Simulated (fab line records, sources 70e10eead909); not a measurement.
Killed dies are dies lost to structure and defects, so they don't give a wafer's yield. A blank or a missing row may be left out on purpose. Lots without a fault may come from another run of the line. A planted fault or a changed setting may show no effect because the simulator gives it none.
fab line records | flow nand_harc
record lots=14 wafers=42 last_day=25
route steps=1159 shown A_CONTACT@936
lots that met no fault: from a run of the same line without faults
start_h: hours from the record's first day to the start of the lot's first wafer shown | wait_h: hours since the lot's step before | " the same as in the row above | L1.1+2: a row that stands for several wafers | - no value, or no start given | * or withheld: withheld | < > ~ a bound
route shown NAME@n: a module of which the file shows steps, and the number in the route of the first | usual: mean/standard deviation of fault-free wafers | same: alike in all rows | chamber/n: place in a boat | sites: the reading at each site | _std_site: their standard deviation | _edge_site: outer sites' mean less inner sites' | radius_mm: how far each site lies from the wafer's centre | mask NAME#n: copy n | behind: the tool/chamber that last shaped the wafer | hold: why the lot was held/for how many hours/how that ended | device: the transistor (n, p or np) that didn't switch | end of line: the same wafers' tests at the end of the route | a step without rows: its recipe alone | killed: dies lost to structure and defects at the first sort, not the wafer's yield | map: a wafer's dies, x killed, . not, _ none there
set.NAME: the setting as run; set.NAME@STEP: as run at that earlier step | model.NAME: the simulator's own value behind a step, which no gauge read
steps of the route over a sample of lots; a table a step, a row a wafer
services: from which hour (start_h, from the record's first day; less than 0 if before it) a tool's chamber was out of use, for how many hours, and why
## steps
# step NHARC_A_CONTACT_OVL_MEAS_09
# usual overlay_x_nm=0.0/0.71 overlay_y_nm=-0.1/0.84
# columns lot.wafer tool chamber start_h wait_h overlay_x_nm overlay_y_nm
L235.2 overlay-02 - 375.66 - -0.3 0.0
L235.3 " - " " 0.5 -0.4
L235.4 " - " " 0.1 -0.6
L234.1 overlay-02 - 376.91 - 0.4 0.7
L234.5 " - " " 1.3 0.9
L234.6 " - " " 0.6 0.4
L237.3 overlay-01 - 386.94 - -1.1 -0.5
L237.4 " - " " -0.4 -1.3
L237.6 " - " " -1.1 -1.4
L236.3 overlay-01 - 389.38 - -0.7 -0.3
L236.4 " - " " -0.4 0.1
L236.5 " - " " -0.6 0.0
L239.4 overlay-01 - 404.42 - 1.1 -1.4
L239.5 " - " " 0.7 -1.2
L239.6 " - " " 1.0 -0.7
L240.2 overlay-02 - 408.26 - -0.2 0.4
L240.5 " - " " -0.1 -0.1
L240.6 " - " " -0.4 -0.5
L238.2 overlay-01 - 421.72 - -0.2 0.8
L238.5 " - " " -0.4 0.4
L238.6 " - " " -0.6 0.8
L243.1 overlay-02 - 424.76 - 0.1 1.3
L243.4 " - " " -0.3 1.6
L243.6 " - " " -0.4 1.0
L244.4 overlay-01 - 441.64 - 0.1 -0.6
L244.5 " - " " -0.2 -1.1
L244.6 " - " " -0.7 -1.4
L247.1 overlay-02 - 461.37 - 0.7 -0.7
L247.4 " - " " 0.6 -0.4
L247.5 " - " " 0.9 -0.5
L250.3 overlay-01 - 470.67 - 0.8 0.9
L250.5 " - " " 0.2 0.5
L250.6 " - " " 1.0 0.9
L253.3 overlay-01 - 488.60 - -0.8 1.5
L253.4 " - " " -1.3 1.8
L253.6 " - " " -1.5 1.8
L256.1 overlay-02 - 516.05 - -0.4 0.2
L256.2 " - " " -0.9 0.4
L256.5 " - " " -0.5 0.3
L257.2 overlay-01 - 528.95 - 0.5 -1.1
L257.3 " - " " 0.8 -1.1
L257.5 " - " " 0.7 -0.8
# step NHARC_A_CONTACT_ETCH_31
# recipe target_depth_a=20000 over_etch_frac=0.3 time_s=520 ion_energy_ev=150 o2_flow_sccm=400 cos_flow_sccm=20 ar_flow_sccm=0 rf_w=500 bias_w=300 chemistry=O2/COS
# usual drypump_motor_current_A=5.8/0.38 mfc_ar_sccm=0.006/0.012 o2_flow_sccm=399.8/1.3 oes_product_au=1.000/0.0096 rf_fwd_power_W=499.4/1.5 rf_vpp_V=314.3/2.3 showerhead_plenum_p_Torr=3.14/0.15 throttle_valve_pct=28.330/0.0087
# columns lot.wafer tool chamber start_h wait_h drypump_motor_current_A mfc_ar_sccm o2_flow_sccm oes_product_au rf_fwd_power_W rf_hours_counter_h rf_vpp_V showerhead_plenum_p_Torr throttle_valve_pct
L235.2 rie_diel-10 2 376.39 - 6.8 0 399.9 1.001 500.1 2 317.0 3.28 28.330
L235.3 " 3 " " 5.5 0.002 402.0 0.987 499.8 2 314.6 3.15 28.343
L235.4 " 0 " " 5.7 0.005 402.4 1.013 497.1 2 316.0 3.32 28.319
L234.1 rie_diel-10 3 377.64 - 5.5 0.002 397.7 0.990 499.7 3 314.9 3.15 28.318
L234.6 " 2 " " 6.8 0 398.9 1.005 499.1 - 316.2 3.28 28.327
L234.5 " 3 " " 5.5 0.002 398.7 0.993 498.4 - 313.1 3.15 28.313
L237.3 rie_diel-09 3 387.78 - 6.2 0 400.7 1.011 497.4 49 317.3 3.32 28.342
L237.6 " 2 " " 5.6 0.034 400.8 1.011 498.8 - 313.7 3.14 28.336
L237.4 " 0 " " 5.6 0 400.7 1.001 498.9 - 312.1 2.95 28.331
L236.3 rie_diel-10 3 390.07 - 5.5 0.002 397.6 0.984 498.1 5 315.0 3.14 28.331
L236.4 " 2 " " 6.7 0 396.9 0.997 498.3 5 315.1 3.28 28.313
L236.5 " 3 " " 5.5 0.002 398.9 0.984 499.5 - 315.1 3.14 28.327
L239.4 rie_diel-02 3 405.24 - 5.6 0 402.5 0.987 498.4 24 312.8 2.94 28.315
L239.5 " 1 " " 5.6 0.001 400.0 0.991 500.7 - 313.5 3.12 28.327
L239.6 " 2 " " 5.9 0 401.4 0.982 500.6 - 317.7 3.33 28.326
L240.2 rie_diel-02 2 409.06 - 5.9 0 401.6 0.991 496.8 28 316.6 3.33 28.333
L240.6 " 3 " " 5.6 0 399.8 1.000 501.3 - 311.3 2.94 28.336
L240.5 " 0 " " 5.8 0.032 401.2 0.999 500.0 - 314.3 3.11 28.338
L238.2 rie_diel-10 0 422.41 - 5.7 0.005 401.7 1.011 501.4 9 316.9 3.31 28.336
L238.5 " 0 " " 5.7 0.005 399.1 1.010 502.2 - 317.0 3.31 28.322
L238.6 " 1 " " 5.8 0 401.1 1.008 501.2 - 309.0 2.92 28.324
L243.4 rie_diel-10 1 425.54 - 5.7 0 399.9 0.999 499.3 10 311.6 2.92 28.329
L243.1 " 3 " " 5.5 0.002 399.6 0.992 500.8 10 314.5 3.14 28.335
L243.6 " 0 " " 5.7 0.005 398.5 1.010 497.8 - 316.4 3.31 28.341
L244.4 rie_diel-10 0 442.44 - 5.7 0.005 401.1 0.823 500.9 12 316.9 3.31 28.335
L244.5 " 1 " " 5.8 0 399.4 0.989 499.7 - 310.9 2.91 28.340
L244.6 " 2 " " 6.8 0 400.7 0.997 498.4 - 316.5 3.28 28.326
L247.1 rie_diel-02 1 462.45 - 5.6 0.001 400.3 0.983 498.3 50 315.2 3.11 28.319
L247.4 " 3 " " 5.6 0 399.4 0.989 498.0 47 311.1 2.93 28.337
L247.5 " 1 " " 5.6 0.001 400.2 0.994 499.5 - 314.4 3.11 28.334
L250.3 rie_diel-10 0 471.53 - 5.7 0.005 400.1 0.823 501.2 20 317.5 3.31 28.325
L250.5 " 3 " " 5.5 0.002 399.3 0.982 499.1 - 313.2 3.14 28.338
L250.6 " 1 " " 5.7 0 396.3 1.002 500.9 - 310.8 2.91 28.339
L253.4 rie_diel-02 0 489.33 - 5.8 0.032 399.6 1.012 499.7 60 313.8 3.09 28.319
L253.3 " 2 " " 5.9 0 399.8 0.989 499.3 59 315.7 3.31 28.327
L253.6 " 3 " " 5.6 0 399.6 0.998 500.2 - 310.8 2.93 28.325
L256.2 rie_diel-09 1 516.81 - 5.2 0.040 400.0 0.987 497.0 27 314.7 3.23 28.314
L256.1 " 2 " " 5.6 0.034 401.1 1.006 497.6 26 313.4 3.12 28.331
L256.5 " 3 " " 6.2 0 399.4 1.015 499.8 - 315.3 3.29 28.343
L257.3 rie_diel-02 1 530.21 - 5.7 0.001 399.6 1.005 499.9 7 313.5 3.10 28.328
L257.2 " 2 " " 5.9 0 397.3 0.990 498.4 7 315.2 3.31 28.342
L257.5 " 1 " " 5.6 0.001 398.7 0.993 500.6 - 313.6 3.10 28.332
# step NHARC_A_CONTACT_ETCH_139
# recipe source_w=withheld pressure_mtorr=20 bias_v=400 time_s=137 target_depth_a=5900 ar_flow_sccm=withheld c4f8_flow_sccm=11.5 o2_flow_sccm=7.2 chemistry=C4F8/O2/Ar
# columns lot.wafer tool chamber start_h wait_h rf_hours_counter_h
L235.2 har_cap_etch-03 0 377.45 0.1 83
L235.3 " 0 " " -
L235.4 " 1 " " -
L234.1 har_cap_etch-01 1 378.72 0.1 60
L234.6 " 0 " " -
L234.5 " 1 " " -
L237.4 har_cap_etch-01 1 388.98 0.1 -
L237.3 " 0 " " -
L237.6 " 1 " " -
L236.3 har_cap_etch-03 1 391.23 0.1 -
L236.4 " 0 " " -
L236.5 " 1 " " -
L239.4 har_cap_etch-02 0 406.34 0.1 -
L239.5 " 0 " " -
L239.6 " 1 " " -
L240.2 har_cap_etch-03 1 410.08 0.1 88
L240.5 " 0 " " -
L240.6 " 1 " " -
L238.2 har_cap_etch-01 1 423.50 0.1 67
L238.6 " 1 " " -
L238.5 " 0 " " -
L243.1 har_cap_etch-03 1 426.59 0.1 89
L243.4 " 0 " " -
L243.6 " 0 " " -
L244.4 har_cap_etch-03 1 443.66 0.1 -
L244.6 " 1 " " -
L244.5 " 0 " " -
L247.1 har_cap_etch-01 0 463.51 0.1 75
L247.4 " 1 " " -
L247.5 " 0 " " -
L250.3 har_cap_etch-02 0 472.72 0.1 -
L250.5 " 0 " " -
L250.6 " 1 " " -
L253.3 har_cap_etch-02 0 490.45 0.1 -
L253.4 " 1 " " -
L253.6 " 1 " " -
L256.1 har_cap_etch-01 0 517.84 0.1 83
L256.2 " 1 " " 83
L256.5 " 1 " " -
L257.2 har_cap_etch-02 0 531.30 0.1 39
L257.3 " 0 " " -
L257.5 " 1 " " -
# step NHARC_A_CONTACT_ETCH_92
# recipe target_depth_a=400 over_etch_frac=0.5 time_s=85.7 ion_energy_ev=120 ch3f_flow_sccm=50 o2_flow_sccm=30 ar_flow_sccm=200 rf_w=500 bias_w=100 chemistry=CH3F/O2
# usual drypump_motor_current_A=5.8/0.39 mfc_ar_sccm=200.1/0.63 o2_flow_sccm=30.00/0.096 oes_product_au=0.932/0.022 rf_fwd_power_W=496.3/1.7 rf_vpp_V=244.7/1.9 showerhead_plenum_p_Torr=2.48/0.12 throttle_valve_pct=20.662/0.0094
# columns lot.wafer tool chamber start_h wait_h drypump_motor_current_A mfc_ar_sccm o2_flow_sccm oes_product_au rf_fwd_power_W rf_hours_counter_h rf_vpp_V showerhead_plenum_p_Torr throttle_valve_pct
L235.2 rie_diel-10 0 377.85 0.4 5.7 200.1 30.11 0.931 499.9 3 245.8 2.62 20.655
L235.3 " 2 " " 6.8 199.3 30.11 0.928 496.6 3 246.6 2.59 20.662
L235.4 " 3 " " 5.4 199.7 30.05 0.907 498.6 3 245.1 2.48 20.661
L234.1 rie_diel-09 0 379.11 0.4 5.6 200.5 29.82 0.935 496.8 45 241.4 2.32 20.670
L234.5 " 2 " " 5.6 199.7 29.91 0.938 496.7 - 244.1 2.47 20.642
L234.6 " 3 " " 6.2 201.1 29.96 0.935 492.3 - 246.2 2.62 20.665
L237.4 rie_diel-02 2 389.32 0.3 5.9 200.7 30.01 0.919 498.2 19 248.0 2.63 20.668
L237.3 " 3 " " 5.6 199.7 29.95 0.925 497.2 17 244.1 2.32 20.688
L237.6 " 2 " " 5.9 199.6 30.12 0.916 497.8 - 246.3 2.63 20.654
L236.3 rie_diel-10 2 391.57 0.3 6.7 199.7 29.82 0.920 497.3 5 247.0 2.59 20.660
L236.4 " 0 " " 5.7 199.4 30.06 0.937 494.3 5 246.9 2.61 20.659
L236.5 " 1 " " 5.8 199.1 29.98 0.927 495.6 - 243.2 2.30 20.655
L239.4 rie_diel-02 0 406.67 0.3 5.8 200.9 29.99 0.926 498.2 25 244.8 2.45 20.655
L239.6 " 0 " " 5.8 200.6 30.13 0.926 497.7 - 243.8 2.45 20.658
L239.5 " 1 " " 5.6 200.0 30.05 0.910 497.7 - 244.6 2.46 20.665
L240.2 rie_diel-10 2 410.49 0.4 6.7 199.8 29.82 0.933 496.5 8 245.4 2.58 20.669
L240.6 " 3 " " 5.5 199.1 30.16 0.918 496.7 - 245.1 2.48 20.662
L240.5 " 0 " " 5.7 200.4 29.99 0.936 493.9 - 245.2 2.61 20.658
L238.2 rie_diel-10 0 423.95 0.4 5.7 200.1 29.97 0.928 494.0 9 246.3 2.61 20.673
L238.6 " 1 " " 5.7 200.9 29.81 0.921 499.9 - 240.9 2.29 20.649
L238.5 " 2 " " 6.8 201.5 29.97 0.930 498.9 - 246.3 2.58 20.654
L243.4 rie_diel-09 0 427.04 0.3 5.5 200.3 30.06 0.934 497.9 64 242.3 2.31 20.641
L243.1 " 2 " " 5.6 200.0 29.87 0.932 501.0 56 245.5 2.47 20.679
L243.6 " 3 " " 6.2 200.1 29.90 0.928 495.6 - 245.6 2.61 20.670
L244.4 rie_diel-10 2 444.03 0.3 6.7 199.6 30.10 0.928 500.8 13 246.6 2.58 20.665
L244.6 " 3 " " 5.5 199.6 30.13 0.917 499.3 - 245.6 2.47 20.645
L244.5 " 0 " " 5.7 200.2 30.10 0.933 496.2 - 246.8 2.61 20.674
L247.1 rie_diel-10 3 464.06 0.5 5.5 200.2 30.05 0.931 495.6 17 244.2 2.47 20.645
L247.5 " 1 " " 5.8 199.0 30.09 0.937 493.8 - 241.3 2.29 20.653
L247.4 " 0 " " 5.7 201.4 30.01 0.944 497.1 - 247.0 2.61 20.662
L250.3 rie_diel-09 3 473.06 0.3 6.2 200.2 29.91 1.014 497.0 12 245.5 2.60 20.655
L250.6 " 2 " " 5.6 200.5 29.89 0.997 495.4 - 244.1 2.46 20.660
L250.5 " 3 " " 6.2 200.1 29.99 1.002 495.0 - 246.7 2.60 20.672
L253.3 rie_diel-02 3 490.79 0.3 5.6 199.6 30.10 0.910 496.3 58 241.4 2.30 20.662
L253.4 " 1 " " 5.6 199.7 30.10 0.909 496.8 61 243.4 2.45 20.650
L253.6 " 2 " " 5.9 199.6 29.90 0.910 499.9 - 246.2 2.61 20.667
L256.1 rie_diel-09 2 518.25 0.4 5.6 200.2 30.12 0.931 496.6 26 243.9 2.46 20.678
L256.2 " 0 " " 5.5 199.2 30.05 0.936 493.5 27 241.5 2.30 20.658
L256.5 " 2 " " 5.6 200.4 30.18 0.934 497.5 - 244.8 2.46 20.658
L257.2 rie_diel-09 3 531.69 0.4 6.2 200.2 30.03 0.925 493.5 33 246.9 2.59 20.666
L257.3 " 0 " " 5.5 200.6 29.97 0.920 497.3 31 243.2 2.30 20.651
L257.5 " 2 " " 5.6 200.0 30.19 0.937 498.3 - 244.3 2.45 20.679
## services
# columns tool chamber start_h hours kind
rie_diel-10 - 353.58 9.0 pm
rie_diel-10 0 353.58 9.0 vent_cycle
rie_diel-10 1 353.58 9.0 vent_cycle
rie_diel-10 2 353.58 9.0 vent_cycle
rie_diel-10 3 353.58 9.0 vent_cycle
rie_diel-10 0 362.58 - clean
rie_diel-10 1 362.58 - clean
rie_diel-10 2 362.58 - clean
rie_diel-10 3 362.58 - clean
rie_diel-02 1 377.35 2.2 repair
rie_diel-10 0 387.08 - clean
rie_diel-10 1 387.08 - clean
rie_diel-10 2 387.08 - clean
rie_diel-10 3 387.08 - clean
rie_diel-09 2 401.69 12.6 repair
har_cap_etch-02 - 408.66 1.6 repair
rie_diel-10 0 411.58 - clean
rie_diel-09 2 428.25 14.1 repair
rie_diel-09 - 431.26 9.0 pm
rie_diel-09 3 453.44 1.9 repair
rie_diel-09 - 461.79 0.3 repair
rie_diel-10 2 462.02 18.7 repair
rie_diel-02 - 505.18 9.0 pm
rie_diel-10 - 530.58 9.0 pm
## key
first_sign step=NHARC_A_CONTACT_ETCH_31 reading=oes_product_au direction=down sigmas=18 usual=1.000 struck=0.823
effect none on later readings
met_at NHARC_A_CONTACT_ETCH_31
struck_lots L244,L250
struck_wafers L244.4,L250.3
later_rows_left_out L244.4,L250.3
sort_left_out L244.4,L250.3
tester_left_out L244,L250
not_acting_at NHARC_A_CONTACT_OVL_MEAS_09,NHARC_A_CONTACT_ETCH_139,NHARC_A_CONTACT_ETCH_92
onset_between 425.54 442.44
fault kind=process_parameter_drift tool=rie_diel-10 chamber=0 onset_h=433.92 steps=NHARC_A_CONTACT_ETCH_31 channel=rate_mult offset=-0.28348 shape=step end_h=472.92
# tester_left_out: of these lots the tester's yield and bins aren't shown, on N5 and GAA mostly nor the transistor test; their killed dies are dies lost to structure and defects alone, not to doping, threshold or leakage, so they don't give the yield
# sort_left_out: the simulated sort isn't trusted on such a fault, so these wafers' sort isn't shown, and their yield isn't known
# later_rows_left_out: the simulator's readings of these wafers behind a module that went badly wrong aren't trusted and aren't shown, but for the sort
